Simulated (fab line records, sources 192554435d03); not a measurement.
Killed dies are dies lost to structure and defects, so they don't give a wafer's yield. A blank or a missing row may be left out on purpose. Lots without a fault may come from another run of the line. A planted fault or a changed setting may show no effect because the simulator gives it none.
fab line records | flow n5_finfet
record lots=5 wafers=15 last_day=17
route steps=1938 shown GATE_CUT@467
lots that met no fault: from a run of the same line without faults
start_h: hours from the record's first day to the start of the lot's first wafer shown | wait_h: hours since the lot's step before | " the same as in the row above | L1.1+2: a row that stands for several wafers | - no value, or no start given | * or withheld: withheld | < > ~ a bound
route shown NAME@n: a module of which the file shows steps, and the number in the route of the first | usual: mean/standard deviation of fault-free wafers | same: alike in all rows | chamber/n: place in a boat | sites: the reading at each site | _std_site: their standard deviation | _edge_site: outer sites' mean less inner sites' | radius_mm: how far each site lies from the wafer's centre | mask NAME#n: copy n | behind: the tool/chamber that last shaped the wafer | hold: why the lot was held/for how many hours/how that ended | device: the transistor (n, p or np) that didn't switch | end of line: the same wafers' tests at the end of the route | a step without rows: its recipe alone | killed: dies lost to structure and defects at the first sort, not the wafer's yield | map: a wafer's dies, x killed, . not, _ none there
set.NAME: the setting as run; set.NAME@STEP: as run at that earlier step | model.NAME: the simulator's own value behind a step, which no gauge read
lots at some steps of the route; a table a step, a row a wafer
services: from which hour (start_h, from the record's first day; less than 0 if before it) a tool's chamber was out of use, for how many hours, and why
## steps
# step N5_GATE_CUT_ETCHBACK_30
# recipe chemistry=Cl2/Ar target=TiN target_depth_a=30 mode=isotropic pressure_mtorr=10 icp_w=600 bias_w=60 Cl2_flow_sccm=40 Ar_flow_sccm=60
# usual drypump_motor_current_A=5.8/0.43 oes_product_au=0.76/0.12 throttle_valve_pct=20.75/0.13
# columns lot.wafer tool chamber start_h wait_h drypump_motor_current_A oes_product_au rf_hours_counter_h throttle_valve_pct
L078.4 rie_metal-01 0 104.96 0.0 5.4 0.71 - 20.86
L078.5 " 1 " " 5.3 0.64 - 20.70
L078.6 " 0 " " 5.4 0.71 - 20.84
L084.2 rie_metal-02 1 142.32 0.1 6.3 0.89 13 20.62
L084.4 " 0 " " 5.7 0.70 - 20.91
L084.6 " 1 " " 6.2 0.89 - 20.64
L089.2 rie_metal-01 1 171.83 0.1 5.3 0.62 121 20.71
L089.5 " 1 " " 5.3 0.62 - 20.71
L089.6 " 0 " " 5.4 0.70 - 20.87
L092.2 rie_metal-03 1 198.32 0.1 5.9 0.92 5 20.59
L092.3 " 1 " " 5.9 0.93 - 20.58
L092.6 " 0 " " 6.5 0.85 - 20.64
L096.3 rie_metal-02 0 219.05 0.0 5.7 0.69 - 20.94
L096.4 " 1 " " 6.3 0.86 - 20.65
L096.5 " 1 " " 6.3 0.86 - 20.67
# step N5_GATE_CUT_VAPOR_ETCH_60
# recipe chemistry=BCl3/Cl2 target=HfO2 mode=isotropic
# usual drypump_motor_current_A=5.8/0.43 oes_product_au=0.76/0.12
# columns lot.wafer tool chamber start_h wait_h drypump_motor_current_A oes_product_au
L078.4 rie_metal-01 0 104.99 0.0 5.4 0.71
L078.5 " 1 " " 5.3 0.63
L078.6 " 0 " " 5.5 0.70
L084.2 rie_metal-02 1 142.35 0.0 6.3 0.89
L084.4 " 0 " " 5.8 0.71
L084.6 " 1 " " 6.3 0.89
L089.2 rie_metal-01 1 171.86 0.0 5.3 0.62
L089.5 " 1 " " 5.3 0.61
L089.6 " 0 " " 5.5 0.69
L092.2 rie_metal-03 1 198.35 0.0 6.0 0.92
L092.3 " 1 " " 6.0 0.91
L092.6 " 0 " " 6.5 0.84
L096.3 rie_metal-02 0 219.08 0.0 5.7 0.70
L096.4 " 1 " " 6.3 0.85
L096.5 " 1 " " 6.3 0.85
# step N5_GATE_CUT_ETCH_58
# recipe chemistry=CH3F/O2 target=SiNx target_depth_a=170 time_s=128.6 ion_energy_ev=50 pressure_mtorr=30 source_w=415 bias_w=21 Ar_flow_sccm=150 CH3F_flow_sccm=30 O2_flow_sccm=20
# usual drypump_motor_current_A=5.8/0.49 oes_product_au=0.79/0.085 rf_vpp_V=99.1/0.92 showerhead_plenum_p_Torr=2.00/0.072 throttle_valve_pct=16.36/0.25
# same time_s=128.6
# columns lot.wafer tool chamber start_h wait_h drypump_motor_current_A oes_product_au rf_hours_counter_h rf_vpp_V showerhead_plenum_p_Torr throttle_valve_pct
L078.4 rie_diel-02 3 105.03 0.0 6.5 0.68 237 100.2 2.05 16.42
L078.5 " 2 " " 5.1 0.82 - 99.5 1.94 16.14
L078.6 " 3 " " 6.6 0.68 - 99.3 2.05 16.39
L084.2 rie_diel-06 2 142.40 0.0 6.5 0.78 140 98.0 2.01 16.43
L084.4 " 3 " " 6.6 0.84 68 98.5 1.95 16.25
L084.6 " 2 " " 6.5 0.77 - 99.0 2.01 16.43
L089.2 rie_diel-05 2 171.91 0.0 5.4 0.75 175 100.4 1.99 16.68
L089.5 " 3 " " 5.7 0.67 - 99.3 1.89 16.62
L089.6 " 1 " " 5.8 0.75 - 99.3 2.08 16.47
L092.2 rie_diel-02 1 198.40 0.0 5.6 0.74 166 99.1 2.07 16.37
L092.3 " 3 " " 6.6 0.93 14 99.3 2.05 15.99
L092.6 " 3 " " 6.6 0.94 - 100.8 2.05 15.96
L096.3 rie_diel-05 2 219.12 0.0 5.4 0.73 193 97.8 1.99 16.70
L096.4 " 3 " " 5.8 0.95 7 100.7 2.14 16.14
L096.5 " 1 " " 5.8 0.73 - 98.9 2.07 16.50
# step N5_GATE_CUT_STRIP_59
# recipe chemistry=N2/H2 time_s=20 power_w=100 temp_c=40 pressure_mtorr=100 rf_frequency_hz=6e+07 bias_power_w=3 n2_flow_sccm=300 h2_flow_sccm=300
# usual drypump_motor_current_A=5.8/0.49 oes_product_au=0.79/0.086 rf_vpp_V=45.3/0.81 showerhead_plenum_p_Torr=3.38/0.12 throttle_valve_pct=12.28/0.28
# same time_s=20
# columns lot.wafer tool chamber start_h wait_h drypump_motor_current_A oes_product_au rf_hours_counter_h rf_vpp_V showerhead_plenum_p_Torr throttle_valve_pct
L078.4 rie_diel-02 3 105.13 0.1 6.5 0.68 237 44.0 3.46 12.33
L078.5 " 2 " " 5.1 0.83 - 46.5 3.29 11.96
L078.6 " 3 " " 6.6 0.68 - 46.2 3.46 12.33
L084.2 rie_diel-06 2 142.50 0.1 6.5 0.77 140 44.3 3.37 12.18
L084.4 " 3 " " 6.6 0.84 68 45.5 3.30 12.08
L084.6 " 2 " " 6.5 0.77 - 44.5 3.37 12.18
L089.2 rie_diel-05 2 172.01 0.1 5.4 0.74 175 44.7 3.37 12.60
L089.5 " 3 " " 5.7 0.67 - 44.2 3.19 12.64
L089.6 " 1 " " 5.8 0.75 - 43.6 3.50 12.49
L092.2 rie_diel-02 1 198.50 0.1 5.6 0.74 166 45.1 3.51 12.44
L092.3 " 3 " " 6.6 0.93 15 43.5 3.44 11.76
L092.6 " 3 " " 6.6 0.94 - 44.9 3.44 11.76
L096.3 rie_diel-05 2 219.22 0.1 5.4 0.72 193 46.1 3.36 12.64
L096.4 " 3 " " 5.8 0.95 7 45.7 3.59 12.01
L096.5 " 1 " " 5.9 0.74 - 44.6 3.49 12.53
# step N5_GATE_CUT_PRECLEAN_31
# recipe temp_c=23 chemistry=DIW time_s=300
# same time_s=300
# columns lot.wafer tool chamber start_h wait_h
L078.4+5+6 wet_bench-03 6,3,5 105.21 0.1
L084.2+4+6 wet_bench-03 2,7,4 142.58 0.1
L089.2+5+6 wet_bench-05 3,2,6 172.09 0.1
L092.2+3+6 wet_bench-03 3,4,6 198.58 0.1
L096.3+4+5 wet_bench-05 4,7,3 219.31 0.1
# step N5_GATE_CUT_SRD_32
# recipe time_s=30 temp_c=23 rinse_liquid=diw dry=ipa_marangoni
# same time_s=30
# columns lot.wafer tool chamber start_h wait_h
L078.4+5+6 wet_bench-03 6,3,5 105.30 0.0
L084.2+4+6 wet_bench-03 2,7,4 142.67 0.0
L089.2+5+6 wet_bench-05 3,2,6 172.18 0.0
L092.2+3+6 wet_bench-03 3,4,6 198.67 0.0
L096.3+4+5 wet_bench-05 4,7,3 219.39 0.0
# step N5_GATE_CUT_SAC_CAP_01
# recipe material=SiNx target_thk_a=240 temp_c=400 ald_precursor_family=SiH2I2 ald_co_reactant=N2/H2-plasma pulse_time_s=1 ald_cycles=480 purge_time_s=2 co_reactant_purge_time_s=2 pressure_torr=2
# usual heater_power_w=838/97 precursor_pulse_height_rel=1.000/0.021
# same ald_cycles=480 co_reactant_purge_time_s=2
# columns lot.wafer tool chamber start_h wait_h heater_power_w precursor_pulse_height_rel
L078.4 ald_sin-01 0 105.35 0.0 1035 0.973
L078.5 " 3 106.44 1.1 805 1.031
L078.6 " 0 " " 1055 1.035
L084.2 ald_sin-04 1 142.72 0.0 787 1.008
L084.4 " 0 " " 934 1.011
L084.6 " 1 143.80 1.1 776 0.991
L089.2 ald_sin-01 2 172.62 0.4 696 1.012
L089.5 " 0 173.71 1.5 1050 0.996
L089.6 " 3 " " 797 0.999
L092.2 ald_sin-04 3 198.72 0.0 750 1.010
L092.3 " 2 " " 810 1.016
L092.6 " 2 199.80 1.1 823 1.005
L096.3 ald_sin-04 3 219.44 0.0 742 1.010
L096.4 " 2 " " 808 1.001
L096.5 " 3 220.53 1.1 749 0.995
# step N5_GATE_CUT_PECVD_57
# recipe material=SiNx target_thk_a=210 temp_c=400 precursor=SiH4/NH3/N2 pressure_torr=1.5 rf_w=300
# usual heater_power_w=668/87 showerhead_plenum_p_Torr=5.13/0.058 throttle_valve_pct=39.3/1.3
# columns lot.wafer tool chamber start_h wait_h heater_power_w showerhead_plenum_p_Torr throttle_valve_pct
L078.4 pecvd-02 0 107.57 1.1 765 5.00 41.3
L078.5 " 2 " " 709 5.17 36.3
L078.6 " 1 " " 760 5.19 40.9
L084.2 pecvd-02 1 144.91 1.1 750 5.20 41.2
L084.4 " 0 " " 737 5.00 41.3
L084.6 " 1 " " 744 5.20 41.0
L089.2 pecvd-01 1 174.82 1.1 570 5.16 40.0
L089.5 " 2 " " 535 5.20 39.5
L089.6 " 1 " " 576 5.15 39.9
L092.2 pecvd-01 2 200.91 1.1 590 5.20 39.4
L092.3 " 1 " " 555 5.14 40.0
L092.6 " 1 " " 559 5.12 40.1
L096.3 pecvd-01 0 221.63 1.1 653 5.17 39.9
L096.4 " 2 " " 575 5.19 39.6
L096.5 " 1 " " 600 5.15 39.9
# step N5_GATE_CUT_CMP_02
# recipe stop_on=SiO2 t_overpolish_s=12.7 post_cmp_clean=alkaline_brush down_force_psi=2.5 platen_rpm=51.8 pad_velocity_m_s=1.0307 target_thk_nm=0
# usual motor_current_A=9.3/1 overpolish_run_s=12.701/0.0094 time_to_endpoint_s=25.8/2
# columns lot.wafer tool chamber start_h wait_h motor_current_A overpolish_run_s time_to_endpoint_s
L078.4 cmp-04 3 107.73 0.1 8.8 12.703 22.0
L078.5 " 0 " " 7.9 12.698 21.8
L078.6 " 1 " " 10.6 12.728 21.0
L084.4 cmp-04 2 144.98 0.0 8.1 12.705 26.5
L084.2 " 3 " " 8.5 12.697 28.0
L084.6 " 3 " " 9.0 12.717 27.1
L089.2 cmp-02 1 174.93 0.1 9.0 12.710 24.1
L089.5 " 0 " " 8.7 12.693 24.5
L089.6 " 1 " " 8.8 12.695 24.5
L092.3 cmp-02 0 200.98 0.1 8.3 12.687 23.7
L092.2 " 1 " " 8.9 12.706 27.2
L092.6 " 1 " " 8.6 12.724 25.2
L096.3 cmp-02 0 221.71 0.1 7.6 12.705 26.2
L096.4 " 1 " " 9.3 12.685 26.3
L096.5 " 0 " " 8.4 12.695 24.8
# step N5_GATE_CUT_HM_DEP_46
# recipe material=SiO2 target_thk_a=1300 temp_c=400 precursor=TEOS/O2 pressure_torr=6.5 rf_w=900 teos_flow_sccm=161.4 gas=O2 flow_sccm=2650 time_s=26.6
# usual heater_power_w=465/82 showerhead_plenum_p_Torr=8.34/0.033 throttle_valve_pct=18.3/0.65
# same time_s=26.6
# columns lot.wafer tool chamber start_h wait_h heater_power_w showerhead_plenum_p_Torr throttle_valve_pct
L078.4 pecvd-02 1 107.97 0.1 536 8.38 19.3
L078.5 " 2 " " 540 8.36 17.0
L078.6 " 0 " " 516 8.28 19.0
L084.2 pecvd-03 1 145.32 0.0 422 8.34 17.9
L084.4 " 1 " " 425 8.34 18.1
L084.6 " 0 " " 546 8.33 18.1
L089.2 pecvd-01 2 175.22 0.0 391 8.38 18.3
L089.5 " 0 " " 421 8.35 18.8
L089.6 " 1 " " 420 8.35 18.9
L092.2 pecvd-01 2 201.31 0.0 377 8.38 18.4
L092.3 " 1 " " 416 8.35 18.5
L092.6 " 1 " " 414 8.31 18.6
L096.3 pecvd-01 1 222.04 0.0 435 8.36 18.7
L096.4 " 2 " " 371 8.37 18.4
L096.5 " 1 " " 447 8.34 18.7
# step N5_GATE_CUT_COAT_34
# recipe resist=SOC temp_c=250 time_s=60 spin_rpm=1500 resist_thk_nm=60
# usual dispense_pressure_kPa=48/5.1
# same time_s=60
# columns lot.wafer tool chamber start_h wait_h dispense_pressure_kPa
L078.4 litho_track-03 0 108.02 0.0 53
L078.5 " 0 " " 53
L078.6 " 0 " " 53
L084.2 litho_track-02 0 145.38 0.0 41
L084.4 " 0 " " 41
L084.6 " 0 " " 41
L089.2 litho_track-03 0 175.29 0.0 53
L089.5 " 0 " " 53
L089.6 " 0 " " 53
L092.2 litho_track-03 0 201.38 0.0 53
L092.3 " 0 " " 53
L092.6 " 0 " " 53
L096.3 litho_track-03 0 222.11 0.0 53
L096.4 " 0 " " 53
L096.5 " 0 " " 53
# step N5_GATE_CUT_COAT_35
# recipe resist=SiARC temp_c=220 time_s=60 spin_rpm=1500 resist_thk_nm=10
# usual dispense_pressure_kPa=48/5.1
# same time_s=60
# columns lot.wafer tool chamber start_h wait_h dispense_pressure_kPa
L078.4 litho_track-03 0 - - 53
L078.5 " 0 " " 53
L078.6 " 0 " " 53
L084.2 litho_track-02 0 - - 41
L084.4 " 0 " " 42
L084.6 " 0 " " 42
L089.2 litho_track-03 0 - - 53
L089.5 " 0 " " 53
L089.6 " 0 " " 53
L092.2 litho_track-03 0 - - 53
L092.3 " 0 " " 53
L092.6 " 0 " " 53
L096.3 litho_track-03 0 - - 53
L096.4 " 0 " " 53
L096.5 " 0 " " 53
# step N5_GATE_CUT_COAT_27
# recipe resist=underlayer temp_c=205 time_s=60 spin_rpm=1500 resist_thk_nm=10
# usual dispense_pressure_kPa=48/5.1
# same time_s=60
# columns lot.wafer tool chamber start_h wait_h dispense_pressure_kPa
L078.4 litho_track-03 0 - - 53
L078.5 " 0 " " 53
L078.6 " 0 " " 53
L084.2 litho_track-02 0 - - 42
L084.4 " 0 " " 42
L084.6 " 0 " " 42
L089.2 litho_track-03 0 - - 53
L089.5 " 0 " " 53
L089.6 " 0 " " 53
L092.2 litho_track-03 0 - - 53
L092.3 " 0 " " 53
L092.6 " 0 " " 53
L096.3 litho_track-03 0 - - 53
L096.4 " 0 " " 53
L096.5 " 0 " " 53
# step N5_GATE_CUT_COAT_07
# recipe resist=CAR-EUV spin_rpm=1500 resist_thk_nm=30
# usual dispense_pressure_kPa=48/5.1
# columns lot.wafer tool chamber start_h wait_h dispense_pressure_kPa
L078.4 litho_track-03 0 - - 53
L078.5 " 0 " " 53
L078.6 " 0 " " 53
L084.2 litho_track-02 0 - - 41
L084.4 " 0 " " 41
L084.6 " 0 " " 41
L089.2 litho_track-03 0 - - 53
L089.5 " 0 " " 53
L089.6 " 0 " " 53
L092.2 litho_track-03 0 - - 53
L092.3 " 0 " " 53
L092.6 " 0 " " 53
L096.3 litho_track-03 0 - - 53
L096.4 " 0 " " 53
L096.5 " 0 " " 53
# step N5_GATE_CUT_EBR_09
# recipe solvent=PGMEA ebr_width_mm=1.5
# columns lot.wafer tool chamber start_h wait_h
L078.4+5+6 litho_track-03 0 - -
L084.2+4+6 litho_track-02 0 - -
L089.2+5+6 litho_track-03 0 - -
L092.2+3+6 litho_track-03 0 - -
L096.3+4+5 litho_track-03 0 - -
# step N5_GATE_CUT_SOFTBAKE_08
# recipe temp_c=110 time_s=60 resist=CAR-EUV
# same time_s=60
# columns lot.wafer tool chamber start_h wait_h
L078.4+5+6 litho_track-03 0 - -
L084.2+4+6 litho_track-02 0 - -
L089.2+5+6 litho_track-03 0 - -
L092.2+3+6 litho_track-03 0 - -
L096.3+4+5 litho_track-03 0 - -
# step N5_GATE_CUT_EXPOSE_10
# recipe mask_id=GATE_CUT na=0.33 source_shape=annular sigma_inner=0.35 sigma_outer=0.8 polarization=unpolarized target_cd_nm=20 dose_mj=43.25
# usual reticle_temp_C=23.02/0.1
# same sigma_outer=0.8
# columns lot.wafer tool chamber start_h wait_h mask reticle_temp_C
L078.4 euv_scanner-01 0 108.30 - GATE_CUT#0 23.02
L078.5 " 0 " " GATE_CUT#0 23.27
L078.6 " 0 " " GATE_CUT#0 23.21
L084.2 euv_scanner-02 0 145.65 - GATE_CUT#0 23.05
L084.4 " 0 " " GATE_CUT#0 22.85
L084.6 " 0 " " GATE_CUT#0 22.91
L089.2 euv_scanner-02 0 175.43 - GATE_CUT#0 22.89
L089.5 " 0 " " GATE_CUT#0 22.91
L089.6 " 0 " " GATE_CUT#0 23.15
L092.2 euv_scanner-01 0 201.52 - GATE_CUT#0 22.81
L092.3 " 0 " " GATE_CUT#0 22.99
L092.6 " 0 " " GATE_CUT#0 23.16
L096.3 euv_scanner-01 0 222.26 - GATE_CUT#0 23.07
L096.4 " 0 " " GATE_CUT#0 23.12
L096.5 " 0 " " GATE_CUT#0 23.12
# step N5_GATE_CUT_PEB_11
# recipe peb_temp_c=100 peb_time_s=60 resist=CAR-EUV
# columns lot.wafer tool chamber start_h wait_h
L078.4+5+6 litho_track-04 0 108.35 0.0
L084.2+4+6 litho_track-02 0 145.71 0.1
L089.2+5+6 litho_track-02 0 175.49 0.1
L092.2+3+6 litho_track-04 0 201.58 0.1
L096.3+4+5 litho_track-02 0 222.31 0.0
# step N5_GATE_CUT_DEVELOP_12
# recipe develop_time_s=30 developer=TMAH resist=CAR-EUV rinse_liquid=surfactant_rinse dry=air_spin dev_temp_c=23
# usual developer_temp_C=23.01/0.1
# columns lot.wafer tool chamber start_h wait_h developer_temp_C
L078.4 litho_track-04 0 - - 23.07
L078.5 " 0 " " 23.02
L078.6 " 0 " " 22.95
L084.2 litho_track-02 0 - - 22.88
L084.4 " 0 " " 22.86
L084.6 " 0 " " 22.92
L089.2 litho_track-02 0 - - 22.98
L089.5 " 0 " " 23.07
L089.6 " 0 " " 23.03
L092.2 litho_track-04 0 - - 23.03
L092.3 " 0 " " 23.08
L092.6 " 0 " " 22.99
L096.3 litho_track-02 0 - - 23.12
L096.4 " 0 " " 22.96
L096.5 " 0 " " 23.02
# step N5_GATE_CUT_CD_MEAS_13
# recipe target_cd_nm=20 landing_energy_ev=500 detector=se_inlens
# usual cd_nm=20.00/0.23
# columns lot.wafer tool chamber start_h wait_h cd_nm
L078.4 cd_sem-03 0 108.42 - 20.13
L078.5 " 0 " " 20.15
L078.6 " 0 " " 20.16
L084.2 cd_sem-03 0 145.78 - 19.94
L084.4 " 0 " " 19.93
L084.6 " 0 " " 20.13
L089.2 cd_sem-03 0 175.56 - 19.84
L089.5 " 0 " " 19.98
L089.6 " 0 " " 19.99
L092.2 cd_sem-03 0 201.65 - 20.05
L092.3 " 0 " " 19.80
L092.6 " 0 " " 19.61
L096.3 cd_sem-01 0 222.38 - 20.08
L096.4 " 0 " " 19.95
L096.5 " 0 " " 19.88
# step N5_GATE_CUT_OVL_MEAS_14
# recipe points_per_wafer=522
# usual GATE_CUT_OVL=0.1/0.72
# columns lot.wafer tool chamber start_h wait_h GATE_CUT_OVL[nm]
L078.4 overlay-02 0 108.46 0.0 -1.3
L078.5 " 0 " " 0.8
L078.6 " 0 " " -0.6
L084.2 overlay-02 0 145.81 0.0 -0.4
L084.4 " 0 " " 0.0
L084.6 " 0 " " 0.7
L089.2 overlay-02 0 175.59 0.0 -0.4
L089.5 " 0 " " -0.4
L089.6 " 0 " " -0.7
L092.2 overlay-02 0 201.69 0.0 0.2
L092.3 " 0 " " 0.4
L092.6 " 0 " " -0.4
L096.3 overlay-01 0 222.42 0.0 0.7
L096.4 " 0 " " 1.2
L096.5 " 0 " " 0.3
# step N5_GATE_CUT_INSPECT_15
# recipe mode=adi inspect_instrument=brightfield
# usual raw_defect_count=126/41
# columns lot.wafer tool chamber start_h wait_h raw_defect_count
L078.4 defect_inspect-01 - 108.50 0.0 128
L078.5 " - " " 98
L078.6 " - " " 139
L084.2 defect_inspect-01 - 145.87 0.0 76
L084.4 " - " " 79
L084.6 " - " " 159
L089.2 defect_inspect-01 - 175.65 0.0 144
L089.5 " - " " 110
L089.6 " - " " 151
L092.2 defect_inspect-02 - 201.74 0.0 131
L092.3 " - " " 228
L092.6 " - " " 161
L096.3 defect_inspect-02 - 222.47 0.0 113
L096.4 " - " " 113
L096.5 " - " " 71
# step N5_GATE_CUT_DESCUM_18
# recipe chemistry=O2 time_s=7 source_power_w=50 bias_power_w=20 pressure_mtorr=20 rf_frequency_hz=2.712e+07 temp_c=40 resist=CAR-EUV o2_flow_sccm=225
# usual drypump_motor_current_A=5.7/0.51 oes_product_au=0.80/0.09 rf_vpp_V=243.3/1.4 showerhead_plenum_p_Torr=2.11/0.078 throttle_valve_pct=20.46/0.21
# same time_s=7
# columns lot.wafer tool chamber start_h wait_h drypump_motor_current_A oes_product_au rf_hours_counter_h rf_vpp_V showerhead_plenum_p_Torr throttle_valve_pct
L078.4 rie_diel-02 0 108.53 0.0 5.1 0.69 248 241.4 1.96 20.91
L078.5 " 0 " " 5.1 0.69 - 240.8 1.96 20.91
L078.6 " 1 " " 5.5 0.76 - 244.2 2.19 20.47
L084.2 rie_diel-06 1 145.90 0.0 5.5 0.75 171 241.0 1.99 20.33
L084.4 " 3 " " 6.6 0.85 69 243.3 2.04 20.44
L084.6 " 1 " " 5.5 0.74 - 242.3 1.99 20.33
L089.2 rie_diel-02 2 175.80 0.2 5.1 0.81 89 242.3 2.03 20.35
L089.5 " 2 " " 5.1 0.80 - 241.8 2.03 20.33
L089.6 " 3 " " 6.6 0.96 - 244.7 2.16 20.17
L092.2 rie_diel-02 3 201.77 0.0 6.6 0.94 16 242.2 2.15 20.17
L092.3 " 1 " " 5.5 0.74 168 244.1 2.18 20.53
L092.6 " 1 " " 5.5 0.74 - 244.0 2.18 20.54
L096.3 rie_diel-06 2 222.50 0.0 6.5 0.76 163 241.8 2.09 20.50
L096.4 " 0 " " 5.7 0.84 54 243.4 2.12 20.03
L096.5 " 1 " " 5.5 0.73 - 241.5 1.98 20.36
# step N5_GATE_CUT_ETCH_28
# recipe chemistry=N2/H2 target=underlayer target_depth_a=130 mask_material=CAR-EUV time_s=10.4 ion_energy_ev=200 pressure_mtorr=30 source_w=840 bias_w=150 n2_flow_sccm=200 h2_flow_sccm=200 ends=cleared
# usual drypump_motor_current_A=5.7/0.51 etch_rf_on_time_s=10.39/0.2 oes_product_au=0.68/0.076 rf_vpp_V=524.3/2.7 showerhead_plenum_p_Torr=2.56/0.094 throttle_valve_pct=17.92/0.26
# columns lot.wafer tool chamber start_h wait_h drypump_motor_current_A etch_rf_on_time_s oes_product_au rf_hours_counter_h rf_vpp_V showerhead_plenum_p_Torr throttle_valve_pct
L078.4 rie_diel-02 0 108.57 0.0 5.1 10.13 0.59 248 521.1 2.40 18.46
L078.5 " 0 " " 5.1 10.24 0.59 - 520.1 2.40 18.45
L078.6 " 1 " " 5.5 10.52 0.66 - 525.9 2.66 18.04
L084.2 rie_diel-06 1 145.94 0.0 5.5 10.60 0.63 171 521.1 2.43 17.89
L084.4 " 3 " " 6.6 10.42 0.72 69 522.6 2.48 17.81
L084.6 " 1 " " 5.5 10.63 0.63 - 521.7 2.43 17.88
L089.2 rie_diel-02 2 175.84 0.0 5.1 10.60 0.69 89 522.7 2.47 17.68
L089.5 " 2 " " 5.1 10.61 0.68 - 522.9 2.47 17.70
L089.6 " 3 " " 6.6 10.03 0.83 - 526.4 2.60 17.43
L092.2 rie_diel-02 3 201.81 0.0 6.6 10.01 0.80 16 524.6 2.59 17.43
L092.3 " 1 " " 5.6 10.46 0.64 168 527.5 2.65 18.08
L092.6 " 1 " " 5.5 10.54 0.63 - 527.1 2.65 18.09
L096.3 rie_diel-06 2 222.53 0.0 6.5 10.55 0.64 163 523.3 2.53 17.83
L096.4 " 0 " " 5.7 10.24 0.72 54 524.7 2.59 17.62
L096.5 " 1 " " 5.5 10.68 0.61 - 520.8 2.42 17.95
# step N5_GATE_CUT_ETCH_36
# recipe chemistry=CF4 target=SiARC target_depth_a=130 mask_material=CAR-EUV time_s=21.7 ion_energy_ev=80 pressure_mtorr=40 source_w=545 bias_w=36 Ar_flow_sccm=100 cf4_flow_sccm=100 ends=cleared
# usual drypump_motor_current_A=5.7/0.51 etch_rf_on_time_s=21.7/0.43 oes_product_au=0.68/0.076 rf_vpp_V=184.2/1.1 showerhead_plenum_p_Torr=2.15/0.074 throttle_valve_pct=15.64/0.24
# columns lot.wafer tool chamber start_h wait_h drypump_motor_current_A etch_rf_on_time_s oes_product_au rf_hours_counter_h rf_vpp_V showerhead_plenum_p_Torr throttle_valve_pct
L078.4 rie_diel-02 0 108.59 0.0 5.1 21.9 0.59 248 183.6 2.03 16.21
L078.5 " 0 " " 5.1 21.9 0.59 - 183.9 2.03 16.20
L078.6 " 1 " " 5.6 22.4 0.65 - 184.4 2.23 15.61
L084.2 rie_diel-06 1 145.96 0.0 5.5 22.5 0.62 171 182.8 2.06 15.59
L084.4 " 3 " " 6.6 21.7 0.72 69 183.0 2.08 15.55
L084.6 " 1 " " 5.5 22.3 0.62 - 182.2 2.06 15.59
L089.2 rie_diel-02 2 175.86 0.0 5.0 21.9 0.69 89 183.7 2.07 15.48
L089.5 " 2 " " 5.0 22.1 0.68 - 183.6 2.07 15.49
L089.6 " 3 " " 6.6 21.2 0.82 - 183.3 2.19 15.21
L092.2 rie_diel-02 3 201.83 0.0 6.6 21.1 0.80 16 186.2 2.18 15.25
L092.3 " 1 " " 5.6 22.0 0.63 168 183.9 2.22 15.67
L092.6 " 1 " " 5.6 21.9 0.64 - 185.2 2.22 15.67
L096.3 rie_diel-06 2 222.55 0.0 6.5 21.9 0.65 163 184.1 2.14 15.76
L096.4 " 0 " " 5.7 21.4 0.71 54 183.5 2.17 15.29
L096.5 " 1 " " 5.5 22.1 0.62 - 183.9 2.05 15.64
# step N5_GATE_CUT_ETCH_37
# recipe chemistry=N2/H2 target=SOC target_depth_a=600 overetch_a=120 mask_material=SiARC temp_c=40 time_s=90 ion_energy_ev=200 pressure_mtorr=30 source_w=840 bias_w=150 n2_flow_sccm=200 h2_flow_sccm=200
# usual drypump_motor_current_A=5.7/0.51 oes_product_au=0.71/0.073 rf_vpp_V=524.2/2.7 showerhead_plenum_p_Torr=2.56/0.094 throttle_valve_pct=17.90/0.27
# same time_s=90
# columns lot.wafer tool chamber start_h wait_h drypump_motor_current_A oes_product_au rf_hours_counter_h rf_vpp_V showerhead_plenum_p_Torr throttle_valve_pct
L078.4 rie_diel-02 0 108.61 0.0 5.1 0.62 248 520.5 2.40 18.40
L078.5 " 0 " " 5.1 0.62 - 521.3 2.40 18.41
L078.6 " 1 " " 5.5 0.69 - 524.1 2.66 18.02
L084.2 rie_diel-06 1 145.98 0.0 5.5 0.67 171 521.0 2.43 17.88
L084.4 " 3 " " 6.6 0.75 69 523.3 2.48 17.78
L084.6 " 1 " " 5.5 0.66 - 518.2 2.43 17.88
L089.2 rie_diel-02 2 175.88 0.0 5.1 0.72 89 521.7 2.47 17.66
L089.5 " 2 " " 5.1 0.72 - 521.8 2.47 17.67
L089.6 " 3 " " 6.6 0.84 - 525.7 2.60 17.37
L092.2 rie_diel-02 3 201.85 0.0 6.6 0.81 16 525.5 2.59 17.39
L092.3 " 1 " " 5.5 0.67 168 527.4 2.65 18.07
L092.6 " 1 " " 5.6 0.67 - 525.2 2.65 18.06
L096.3 rie_diel-06 2 222.58 0.0 6.5 0.68 163 524.2 2.53 17.82
L096.4 " 0 " " 5.7 0.76 54 526.0 2.59 17.59
L096.5 " 1 " " 5.6 0.65 - 520.7 2.42 17.92
# step N5_GATE_CUT_STRIP_38
# recipe chemistry=N2/H2 temp_c=40 n2_flow_sccm=200 h2_flow_sccm=200 rf_frequency_hz=6e+07
# columns lot.wafer tool chamber start_h wait_h
L078.4+5+6 rie_diel-02 0,0,1 108.68 0.0
L084.2+4+6 rie_diel-06 1,3,1 146.05 0.0
L089.2+5+6 rie_diel-02 2,2,3 175.95 0.0
L092.2+3+6 rie_diel-02 3,1,1 201.92 0.0
L096.3+4+5 rie_diel-06 2,0,1 222.64 0.0
# step N5_GATE_CUT_STRIP_39
# recipe chemistry=N2/H2 temp_c=40 n2_flow_sccm=200 h2_flow_sccm=200 rf_frequency_hz=6e+07
# columns lot.wafer tool chamber start_h wait_h
L078.4+5+6 rie_diel-02 0,0,1 108.69 0.0
L084.2+4+6 rie_diel-06 1,3,1 146.06 0.0
L089.2+5+6 rie_diel-02 2,2,3 175.96 0.0
L092.2+3+6 rie_diel-02 3,1,1 201.93 0.0
L096.3+4+5 rie_diel-06 2,0,1 222.65 0.0
## services
# columns tool chamber start_h hours kind
euv_scanner-01 - 82.81 1.0 pm
ald_sin-04 - 85.12 6.0 pm
rie_diel-05 3 87.43 14.2 repair
rie_diel-02 0 89.49 2.7 repair
pecvd-02 0 92.22 3.7 repair
euv_scanner-01 - 93.59 4.6 pm
rie_metal-02 - 101.95 14.6 pm
rie_diel-06 1 113.05 1.8 repair
rie_diel-02 2 113.09 5.5 repair
ald_sin-04 2 114.10 2.2 repair
rie_diel-02 3 114.85 2.7 repair
euv_scanner-01 - 123.21 0.5 repair
rie_diel-05 0 134.07 5.7 repair
ald_sin-04 - 136.39 2.8 pm
euv_scanner-01 - 139.11 1.0 pm
cmp-02 - 142.18 7.5 pm
cmp-02 - 153.77 4.0 pm
euv_scanner-01 - 165.30 17.3 pm
pecvd-01 - 168.36 5.5 pm
ald_sin-04 - 177.00 14.0 pm
rie_diel-02 2 187.47 42.2 repair
rie_metal-02 - 190.48 2.7 repair
wet_bench-03 - 193.71 3.4 repair
rie_diel-05 - 197.43 0.5 repair
## key
fault none
